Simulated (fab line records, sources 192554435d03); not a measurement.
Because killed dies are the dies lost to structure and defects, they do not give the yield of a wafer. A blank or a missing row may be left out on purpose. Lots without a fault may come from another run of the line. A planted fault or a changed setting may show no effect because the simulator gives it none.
Which tool is to blame? | flow n5 finfet | 12 lots with 36 wafers sampled at 5 steps, on a route of 1938 steps

## WHAT THE GAUGES READ, wafer by wafer
N5_BEOL_M4_OVL_MEAS_12.
lot  | measured     | on         | M4_OVL (nm)
L075 | day 7 16:14  | overlay-02 | 0.8 -0.8 0.1
L078 | day 8 03:50  | overlay-01 | 0.8 0.8 -0.5
L079 | day 8 14:00  | overlay-01 | -0.1 0.2 1.0
L081 | day 9 19:29  | overlay-02 | -0.5 0.1 -0.1
L082 | day 9 20:35  | overlay-02 | 0.1 -0.9 0.2
L085 | day 10 00:08 | overlay-01 | 0.0 -0.3 0.1
L087 | day 10 04:28 | overlay-02 | -1.0 -1.5 -1.2
L088 | day 11 14:06 | overlay-01 | -1.2 0.4 0.2
L091 | day 11 21:31 | overlay-02 | -0.4 -0.3 -0.6
L093 | day 12 02:59 | overlay-02 | -0.3 -0.5 -0.9
L094 | day 12 23:59 | overlay-02 | 1.4 0.4 0.0
L096 | day 13 14:16 | overlay-01 | -0.8 -1.2 -0.7

## WHICH TOOL RAN EACH LOT (tool, then ch and the chambers of the sampled wafers, then the start)
lot  | N5_BEOL_M3_ANNEAL_49         | N5_BEOL_M3_SPUTTER_88        | N5_BEOL_M3_ANNEAL_89         | N5_BEOL_M4_ILD_DEP_00
L075 | pvd sputter-03, day 7 11:34  | pvd sputter-03, day 7 12:22  | pvd sputter-03, day 7 12:26  | pecvd-01 ch 1,2, day 7 14:22
L078 | pvd sputter-03, day 7 23:39  | pvd sputter-03, day 8 00:27  | pvd sputter-03, day 8 00:32  | pecvd-04 ch 0,1,2, day 8 02:26
L079 | pvd sputter-02, day 8 07:13  | pvd sputter-02, day 8 08:01  | pvd sputter-02, day 8 08:06  | pecvd-01 ch 0,1, day 8 10:05
L081 | pvd sputter-01, day 9 14:14  | pvd sputter-01, day 9 15:02  | pvd sputter-01, day 9 15:07  | pecvd-04 ch 0,2, day 9 17:04
L082 | pvd sputter-02, day 9 17:08  | pvd sputter-02, day 9 17:56  | pvd sputter-02, day 9 18:01  | pecvd-04 ch 0,2, day 9 19:59
L085 | pvd sputter-03, day 9 20:26  | pvd sputter-03, day 9 21:14  | pvd sputter-03, day 9 21:19  | pecvd-04 ch 0,2, day 9 23:16
L087 | pvd sputter-03, day 10 00:32 | pvd sputter-03, day 10 01:20 | pvd sputter-03, day 10 01:25 | pecvd-04 ch 0,1,2, day 10 03:23
L088 | pvd sputter-03, day 11 09:37 | pvd sputter-03, day 11 10:25 | pvd sputter-03, day 11 10:30 | pecvd-02 ch 0,2, day 11 12:30
L091 | pvd sputter-03, day 11 17:32 | pvd sputter-03, day 11 18:20 | pvd sputter-03, day 11 18:25 | pecvd-02 ch 0,2, day 11 20:20
L093 | pvd sputter-02, day 11 22:05 | pvd sputter-02, day 11 22:53 | pvd sputter-02, day 11 22:58 | pecvd-04 ch 0,1, day 12 00:55
L094 | pvd sputter-01, day 12 18:44 | pvd sputter-01, day 12 19:32 | pvd sputter-01, day 12 19:37 | pecvd-02 ch 0,1,2, day 12 21:34
L096 | pvd sputter-01, day 13 08:31 | pvd sputter-01, day 13 09:19 | pvd sputter-01, day 13 09:24 | pecvd-04 ch 0,1,2, day 13 12:28
- N5_BEOL_M3_ANNEAL_49: time 240 s.
- N5_BEOL_M3_SPUTTER_88: material Cu, target thk 4.5 nm, time 8.29 s.
- N5_BEOL_M3_ANNEAL_89: time 240 s.
- N5_BEOL_M4_ILD_DEP_00: deposits SiOC from DEMS/O2, target thk 79 nm, time 15.3 s.

## THE ANSWER, worked out from the rows above alone
Rule: the usual values come from the lots themselves. Put in order of their means at a reading, lots are off if they are a third of the lots or fewer, leave a main group of 4 or more, and stand apart from it by a gap of 3 or more times the standard deviation of the main group's means; of several such gaps the widest counts. A main group is skipped when, at the precision printed for the reading in the tables above, its means are all equal. Also off: a lot with no number at a reading for which 4 or more lots have one. Where the step has rows for the other lots, those lots are counted as sound.
No lot is off on any of the readings shown, so nothing can be concluded from this.

## WHAT HAD BEEN PUT IN BY THE SIMULATOR
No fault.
